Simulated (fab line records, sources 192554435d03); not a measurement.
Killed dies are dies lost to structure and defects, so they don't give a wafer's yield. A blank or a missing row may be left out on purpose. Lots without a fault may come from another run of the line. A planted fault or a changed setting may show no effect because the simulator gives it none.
Split-lot experiment | flow n5_finfet | 7 lots, 39 wafers read, on a route of 1938 steps

THE SPLIT
At N5_ZERO_LAYER_PECVD_02 (deposits SiO2 from SiH4/N2O, target thk 10 nm, time 6 s), the setting time_s was moved away from the recipe's 6 s on 12 of the 39 wafers read, by -30.6% to +31.8%. The other wafers ran this setting at the recipe's value.

The reading is taken at the split's own step.

THE READING
SiO2_of_ZERO_LAYER_PECVD_02.thk_nm (the simulator's own value, which no gauge read), in nm, at N5_ZERO_LAYER_PECVD_02 (deposits SiO2 from SiH4/N2O, target thk 10 nm, time 6 s). The file gives no usual value for it. The 27 wafers here that ran the recipe average 10.000 nm, standard deviation 0.19 nm.

wafer  | tool, chamber at the split | time_s as run, s | against the recipe | SiO2_of_ZERO_LAYER_PECVD_02.thk_nm, nm | against lot-mates on the recipe
L074.1 | pecvd-03, 2                | 6                | recipe             | 10.17                                  | -
L074.2 | pecvd-03, 0                | 6                | recipe             | 9.903                                  | -
L074.3 | pecvd-03, 1                | 6                | recipe             | 9.83                                   | -
L074.4 | pecvd-03, 2                | 6                | recipe             | 10.19                                  | -
L074.5 | pecvd-03, 1                | 6                | recipe             | 9.978                                  | -
L074.6 | pecvd-03, 0                | 6                | recipe             | 9.963                                  | -
L075.1 | pecvd-04, 0                | 6                | recipe             | 10.11                                  | -
L075.2 | pecvd-04, 2                | 6                | recipe             | 9.776                                  | -
L075.3 | pecvd-04, 1                | 6                | recipe             | 10.01                                  | -
L075.4 | pecvd-04, 1                | 6                | recipe             | 10.13                                  | -
L075.5 | pecvd-04, 2                | 6                | recipe             | 10.1                                   | -
L075.6 | pecvd-04, 0                | 6                | recipe             | 9.99                                   | -
L076.1 | pecvd-03, 0                | 7.908            | +31.8%             | 12.99                                  | +2.899
L076.2 | pecvd-03, 1                | 6                | recipe             | 9.883                                  | -
L076.3 | pecvd-03, 2,1              | 7.908            | +31.8%             | 13.26                                  | +3.169
L076.5 | pecvd-03, 2,1              | 7.908            | +31.8%             | 13.26                                  | +3.169
L076.4 | pecvd-03, 2                | 6                | recipe             | 10.3                                   | -
L076.6 | pecvd-03, 0                | 6                | recipe             | 10.09                                  | -
L077.1 | pecvd-01, 2                | 6                | recipe             | 9.617                                  | -
L077.2 | pecvd-01, 1                | 4.166            | -30.6%             | 6.829                                  | -2.863
L077.3 | pecvd-01, 0                | 6                | recipe             | 9.628                                  | -
L077.4 | pecvd-01, 1                | 4.166            | -30.6%             | 6.934                                  | -2.758
L077.5 | pecvd-01, 0                | 4.166            | -30.6%             | 6.747                                  | -2.945
L077.6 | pecvd-01, 2                | 6                | recipe             | 9.832                                  | -
L088.1 | pecvd-03, 1                | 7.495            | +24.9%             | 12.37                                  | +2.183
L088.2 | pecvd-03, 2                | 6                | recipe             | 10.09                                  | -
L088.3 | pecvd-03, 0                | 7.495            | +24.9%             | 12.65                                  | +2.463
L088.4 | pecvd-03, 1                | 7.495            | +24.9%             | 12.49                                  | +2.303
L088.5 | pecvd-03, 0                | 6                | recipe             | 10.23                                  | -
L088.6 | pecvd-03, 2                | 6                | recipe             | 10.24                                  | -
L090.1 | pecvd-01, 1                | 6                | recipe             | 9.698                                  | -
L090.2 | pecvd-01, 2                | 7.537            | +25.6%             | 12.42                                  | +2.599
L090.3 | pecvd-01, 0                | 7.537            | +25.6%             | 12.32                                  | +2.499
L090.4 | pecvd-01, 2                | 7.537            | +25.6%             | 12.35                                  | +2.529
L090.5 | pecvd-01, 1                | 6                | recipe             | 9.91                                   | -
L090.6 | pecvd-01, 0                | 6                | recipe             | 9.856                                  | -
L092.4 | pecvd-03, 2                | 6                | recipe             | 10.02                                  | -
L092.5 | pecvd-03, 1                | 6                | recipe             | 10.19                                  | -
L092.6 | pecvd-03, 0                | 6                | recipe             | 10.26                                  | -
Where a row lists several chambers, the file gives one row for several wafers and doesn't say which wafer went through which chamber.

THE FIT
A straight line over all 39 wafers: SiO2_of_ZERO_LAYER_PECVD_02.thk_nm changes by +0.0998 nm for each +1% of time_s; r = +0.99; the points scatter about the line by 0.18 nm.
The same after taking each lot's own level away (the mean of its wafers on the recipe; 39 wafers): +0.0954 nm for each +1%; r = +1.00; scatter 0.12 nm.
On that fit, the largest move of time_s shifts the reading by 3 nm.
The lots' own levels span 9.6923 to 10.1867 nm, that is 2.6 times the standard deviation above.
So the lot-to-lot level changes the slope little: the two slopes agree.
Check: with one of the wafers moved furthest among these (+31.8%) left out of the fit, the line predicts +3.06 nm for it against its lot-mates. It came out at +2.9 nm against them.

THE FILE'S OWN FIT
SiO2_of_ZERO_LAYER_PECVD_02.thk_nm changes by +0.0956 nm for each +1% of time_s, r = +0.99.
